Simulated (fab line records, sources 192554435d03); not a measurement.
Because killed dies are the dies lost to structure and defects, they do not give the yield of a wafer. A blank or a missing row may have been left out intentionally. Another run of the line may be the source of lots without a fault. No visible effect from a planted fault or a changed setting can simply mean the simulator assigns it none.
A struck lot beside a sound one -- flow n5-finfet -- 38 steps out of a route of 1938
Sound: these wafers, L765.1, L765.3, L765.5. Wafers struck: L758.2, L758.5, L758.6. The cause comes at the end.
At each step with rows: each side's tool, then ch and its chambers, then its first start. Under that, the readings that differ: sound wafers -- struck wafers -- difference of the means -- sigmas: that difference in standard deviations of wafers without a fault.
alike: a reading whose means differ by less than 2 such deviations, as well as words and numbers matching on both sides. not compared: withheld readings; readings where some wafer has no value; bounds like >300 that might hide an equal value; numbers whose values overlap and for which the record gives no deviation.
A row with sigmas, a row that says differs or no value, or rows on one side alone: a step with any of these is where the two part. When numbers do not overlap yet have no deviation, they are printed without sigmas and do not part them. A reading that every wafer of one side lacks parts them only if that side has two wafers or more.

first, 9 steps without rows for these wafers: N5_BEOL_M4_ANNEAL_95 (time 240 s); N5_BEOL_M4_SPUTTER_96 (material Cu, target thk 4.5 nm, time 8.29 s); N5_BEOL_M4_ECD_50 (material Cu, target thk 300 nm); N5_BEOL_M4_ANNEAL_51 (time 90 s); N5_BEOL_M4_CMP_52 (polishes, stops on SiOC, t overpolish 6.8 s, target thk 40 nm); N5_BEOL_M4_PRE_CLEAN_60 (time 15 s); N5_BEOL_M4_CO_CAP_55 (material Co, precursor CCTBA/H2, target thk 2 nm, time 102.1 s); N5_BEOL_M4_PRE_CLEAN_56 (time 15 s); N5_BEOL_M4_DEP_57 (deposits SiCN from 3MS/NH3, target thk 8 nm, time 14 s).
N5_BEOL_M4_RC_MEAS_101:
  sound on prober-02 ch 0, day 15 04:56; struck on prober-01 ch 0, day 12 02:44
  alike: DIBL_N, DIBL_P, IOFF_N, IOFF_P, ION_N, ION_P, SS_N, SS_P, VT_N, VT_P
then, 24 steps without rows for these wafers: N5_BEOL_M5_ILD_DEP_00 (deposits SiCOH lowk from DEMS/porogen, target thk 140.64 nm, time 25.9 s); N5_BEOL_M5_CURE_79 (cures SiCOH lowk, time 240 s); N5_BEOL_M5_PECVD_70 (deposits SiO2 from TEOS/O2, target thk 16 nm, time 18 s); N5_BEOL_M5_HM_DEP_02 (deposits TiN, target thk 20 nm); N5_BEOL_M5_COAT_59 (time 60 s, resist thk 60 nm); N5_BEOL_M5_COAT_60 (time 60 s, resist thk 12 nm); N5_BEOL_M5_COAT_71 (time 60 s, resist thk 5 nm); N5_BEOL_M5_COAT_05 (resist thk 30 nm); N5_BEOL_M5_EBR_07; N5_BEOL_M5_SOFTBAKE_06 (time 60 s); N5_BEOL_M5_EXPOSE_08 (exposes mask M5, target cd 28 nm); N5_BEOL_M5_PEB_09 (peb time 60 s); N5_BEOL_M5_DEVELOP_10 (develop time 30 s); N5_BEOL_M5_DESCUM_16 (chemistry O2, time 7 s); N5_BEOL_M5_ETCH_72 (etches underlayer in N2/H2, target depth 6.5 nm, time 5.2 s); N5_BEOL_M5_ETCH_61 (etches SiARC in CF4, target depth 15.6 nm, time 26 s); N5_BEOL_M5_ETCH_62 (etches SOC in N2/H2, target depth 75 nm, overetch 15 nm, time 112.5 s); N5_BEOL_M5_STRIP_63 (strips in N2/H2); N5_BEOL_M5_STRIP_73 (strips in N2/H2); N5_BEOL_M5_STRIP_64 (strips in CF4); N5_BEOL_M5_HM_OPEN_17 (chemistry Cl2/BCl3, target TiN, target depth 20 nm, overetch 6 nm); N5_BEOL_M5_STRIP_19 (strips in O2); N5_BEOL_M5_COAT_65 (time 60 s, resist thk 60 nm); N5_BEOL_M5_COAT_66 (time 60 s, resist thk 12 nm).
-- a jump in the record: the struck wafers' starts before and after are 2 days apart (it breaks off in module BEOL_M5 and resumes in module BEOL_M10, where the first step shown is number 1506 of the route) --
N5_BEOL_M10_ETCH_65: etches SiARC in CF4, target depth 39 nm, time 65 s.
  sound on rie-diel-06 ch 0,2, day 17 17:28; struck on rie-diel-05 ch 1,2,3, day 14 05:32
  no value came back on the struck wafers for any of 8 readings (bias-w (W), cf4-flow-sccm (sccm) and others); on the sound wafers bias-w (W) reads 36.03 36.12 36.00
reading,sound,struck,difference,sigmas
model.CAR-ArF_of_BEOL_M10_COAT_22.thk-nm (nm),55.6 55.6 55.6,84 84 84,+28,
  not compared: rf-hours-counter-h
N5_BEOL_M10_ETCH_66: etches SOC in N2/H2, target depth 120 nm, overetch 24 nm, time 180 s.
  sound on rie-diel-06 ch 0,2, day 17 17:31; struck on rie-diel-05 ch 1,2,3, day 14 05:35
reading,sound,struck,difference,sigmas
oes-product-au (a.u.),0.80 0.76 0.81,0.25 0.32 0.32,-0.49,-7
  alike: bias-w, chamber-pressure-mTorr, drypump-motor-current-A, n2-flow-sccm, rf-vpp-V, showerhead-plenum-p-Torr, throttle-valve-pct
  not compared: rf-hours-counter-h
N5_BEOL_M10_VIA_ETCH_34: etches SiCOH lowk in C4F6/O2, target depth 184.5 nm, time 69.2 s.
  sound on rie-diel-06 ch 0,2, day 17 17:38; struck on rie-diel-05 ch 1,2,3, day 14 05:43
reading,sound,struck,difference,sigmas
oes_ar_750_au (a.u.),0.98 0.94 0.99,0.69 0.87 0.84,-0.17,-2
oes-product-au (a.u.),0.99 0.94 1.00,0.26 0.32 0.31,-0.68,-8
  alike: C4F6_flow_sccm, O2_flow_sccm, drypump-motor-current-A, rf-vpp-V, showerhead-plenum-p-Torr, throttle-valve-pct
  not compared: rf-hours-counter-h
-- the record jumps here: 2 days lie between the struck wafers' starts before and after (it left off in module BEOL_M10 and takes up again in module PASSIVATION, whose first step shown is number 1936 of the route) --
N5_PASSIVATION_PROBE_49:
  sound on prober-02, day 20 04:23; struck on prober-02, day 16 09:10
reading,sound,struck,difference,sigmas
defect-limited-yield (%),94.2 93.5 93.0,0 0 0,-94,-72
killed_at_M4_up,6 9 10,1077 1070 1088,+1070,+99 or more
killed-at-front-end,20 38 29,67 45 48,+24,+2
killed-dies,69 77 83,1180 1180 1180,+1104,+69
killed-on-rim,9 9 14,152 152 152,+141,+35
killed-short,17 23 26,40 36 38,+16,+2
sort_bin_5_function (%),3.1 3.6 4.7,96.9 95.3 97.1,+92.6,+99 or more
sort-n-pass,1111 1103 1097,0 0 0,-1104,-69
sort-yield-pct (%),94.2 93.5 93.0,0 0 0,-94,-72
  alike: killed_at_M0_to_M3, killed-at-contacts, killed-at-other, killed-open, sort_bin_6_memory

WHERE THEY PART
Last at N5_PASSIVATION_PROBE_49 as far as this record goes, first at N5_BEOL_M10_ETCH_65.

WHY: what had been put in by the simulator
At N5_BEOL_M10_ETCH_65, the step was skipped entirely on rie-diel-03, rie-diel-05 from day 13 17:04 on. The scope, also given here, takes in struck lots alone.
